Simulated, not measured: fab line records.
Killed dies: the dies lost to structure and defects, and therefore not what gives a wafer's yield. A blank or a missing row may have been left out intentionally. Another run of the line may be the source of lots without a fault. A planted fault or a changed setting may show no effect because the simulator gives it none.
Lot-split experiment | flow n5-finfet | on a route of 1938 steps: 7 lots, 39 wafers read

ON THE SPLIT
At N5_GATE_CUT_EXPOSE_10 (exposes mask GATE CUT, target cd 20 nm), the setting dose-mj was moved away from the recipe's 43.25 on 15 of the 39 wafers read, by -6.9% to +7.2%. This setting was run at the recipe's value on the other wafers.

FROM THE SPLIT TO THE READING: what the file shows between them, 2 steps
- N5_GATE_CUT_PEB_11: peb time 60 s
- N5_GATE_CUT_DEVELOP_12: develop time 30 s

THE READING
Shown in nm: cd-nm at N5_GATE_CUT_CD_MEAS_13, with target cd 20 nm. A value of 20.01 nm with a standard deviation of 0.28 nm is what fault-free wafers of this fab line usually give.

wafer  | tool, chamber at the split | dose-mj as run | against the recipe | cd-nm, nm | against lot-mates on the recipe
L074.1 | euv-scanner-02, 0          | 43.25          | recipe             | 20.29     | -
L074.2 | euv-scanner-02, 0          | 43.25          | recipe             | 19.83     | -
L074.3 | euv-scanner-02, 0          | 43.25          | recipe             | 20.03     | -
L074.4 | euv-scanner-02, 0          | 43.25          | recipe             | 20.42     | -
L074.5 | euv-scanner-02, 0          | 43.25          | recipe             | 19.76     | -
L074.6 | euv-scanner-02, 0          | 43.25          | recipe             | 20.03     | -
L077.1 | euv-scanner-01, 0          | 43.25          | recipe             | 19.92     | -
L077.2 | euv-scanner-01, 0          | 40.77          | -5.7%              | 18.86     | -1.28
L077.3 | euv-scanner-01, 0          | 43.25          | recipe             | 20.40     | -
L077.4 | euv-scanner-01, 0          | 40.77          | -5.7%              | 18.68     | -1.46
L077.5 | euv-scanner-01, 0          | 43.25          | recipe             | 20.11     | -
L077.6 | euv-scanner-01, 0          | 40.77          | -5.7%              | 18.81     | -1.33
L078.1 | euv-scanner-01, 0          | 43.25          | recipe             | 20.10     | -
L078.2 | euv-scanner-01, 0          | 43.25          | recipe             | 19.77     | -
L078.3 | euv-scanner-01, 0          | 43.25          | recipe             | 19.65     | -
L079.1 | euv-scanner-01, 0          | 40.26          | -6.9%              | 18.11     | -1.83
L079.2 | euv-scanner-01, 0          | 40.26          | -6.9%              | 18.02     | -1.92
L079.3 | euv-scanner-01, 0          | 43.25          | recipe             | 19.62     | -
L079.4 | euv-scanner-01, 0          | 43.25          | recipe             | 20.06     | -
L079.5 | euv-scanner-01, 0          | 43.25          | recipe             | 20.13     | -
L079.6 | euv-scanner-01, 0          | 40.26          | -6.9%              | 18.30     | -1.64
L084.1 | euv-scanner-02, 0          | 46.36          | +7.2%              | 21.33     | +1.56
L084.2 | euv-scanner-02, 0          | 46.36          | +7.2%              | 21.15     | +1.38
L084.3 | euv-scanner-02, 0          | 43.25          | recipe             | 19.50     | -
L084.4 | euv-scanner-02, 0          | 43.25          | recipe             | 19.80     | -
L084.5 | euv-scanner-02, 0          | 46.36          | +7.2%              | 20.59     | +0.82
L084.6 | euv-scanner-02, 0          | 43.25          | recipe             | 20.00     | -
L087.1 | euv-scanner-01, 0          | 41.37          | -4.3%              | 18.93     | -1.49
L087.2 | euv-scanner-01, 0          | 41.37          | -4.3%              | 19.04     | -1.38
L087.3 | euv-scanner-01, 0          | 43.25          | recipe             | 20.24     | -
L087.4 | euv-scanner-01, 0          | 41.37          | -4.3%              | 19.18     | -1.24
L087.5 | euv-scanner-01, 0          | 43.25          | recipe             | 20.51     | -
L087.6 | euv-scanner-01, 0          | 43.25          | recipe             | 20.50     | -
L092.1 | euv-scanner-02, 0          | 46.23          | +6.9%              | 21.67     | +1.85
L092.2 | euv-scanner-02, 0          | 43.25          | recipe             | 20.02     | -
L092.3 | euv-scanner-02, 0          | 46.23          | +6.9%              | 21.18     | +1.36
L092.4 | euv-scanner-02, 0          | 43.25          | recipe             | 19.81     | -
L092.5 | euv-scanner-02, 0          | 46.23          | +6.9%              | 21.43     | +1.61
L092.6 | euv-scanner-02, 0          | 43.25          | recipe             | 19.64     | -

THE FIT
A straight line over all 39 wafers: cd-nm changes by +0.206 nm for each +1% of dose-mj; r = +0.94; the points scatter about the line by 0.3 nm.
The same after taking each lot's own level away (the mean of its wafers on the recipe; 39 wafers): +0.231 nm for each +1%; r = +0.97; scatter 0.25 nm.
On that fit, the largest move of dose-mj shifts the reading by 1.7 nm.
Measured against the standard deviation above, the lots' own levels, which go from 19.767 to 20.417 nm, span 2.3 times it.
So the slope is not independent of the lot-to-lot level: the two fits are not the same.
Check: with one of the wafers moved furthest among these (+7.2%) left out of the fit, the line predicts +1.59 nm for it against its lot-mates. Against them it came out at +1.56 nm.

OTHER SPLITS APPLIED TO THESE WAFERS
Other splits were also applied to these wafers ahead of the reading. Each is held against what the fit with the lots' levels taken away leaves over:
other split on the same wafers          | wafers away from the commonest value | r with cd-nm (lot level and that fit taken away)
N5_FIN_SAQP_SPACER2_ALD_28 target-thk-a | 15                                   | -0.05
N5_DUMMY_GATE_ETCH_32 time-s            | 12                                   | -0.05
N5_SD_EPI_N_EPI_21 pressure-torr        | 12                                   | -0.13

THE WHOLE CHAIN: every reading that the file lists as answering this split, in the file's order
step                   | what it does                                                     | reading                                                         | change (the file's fit)               | r (the file's)
N5_GATE_CUT_CD_MEAS_13 | target cd 20 nm                                                  | cd-nm                                                           | +0.233 nm for each +1% of the setting | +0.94
N5_GATE_CUT_DESCUM_18  | chemistry O2, time 7 s                                           | GATE_CUT.cd-nm (the simulator's own value, which no gauge read) | +0.227 nm for each +1% of the setting | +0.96
N5_GATE_CUT_HM_OPEN_40 | chemistry C4F6/O2, target SiO2, target depth 139 nm, time 85.1 s | GATE_CUT.cd-nm (the simulator's own value, which no gauge read) | +0.237 nm for each +1% of the setting | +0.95

THE FILE'S OWN FIT
cd-nm changes by +0.233 nm for each +1% of dose-mj, r = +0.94.
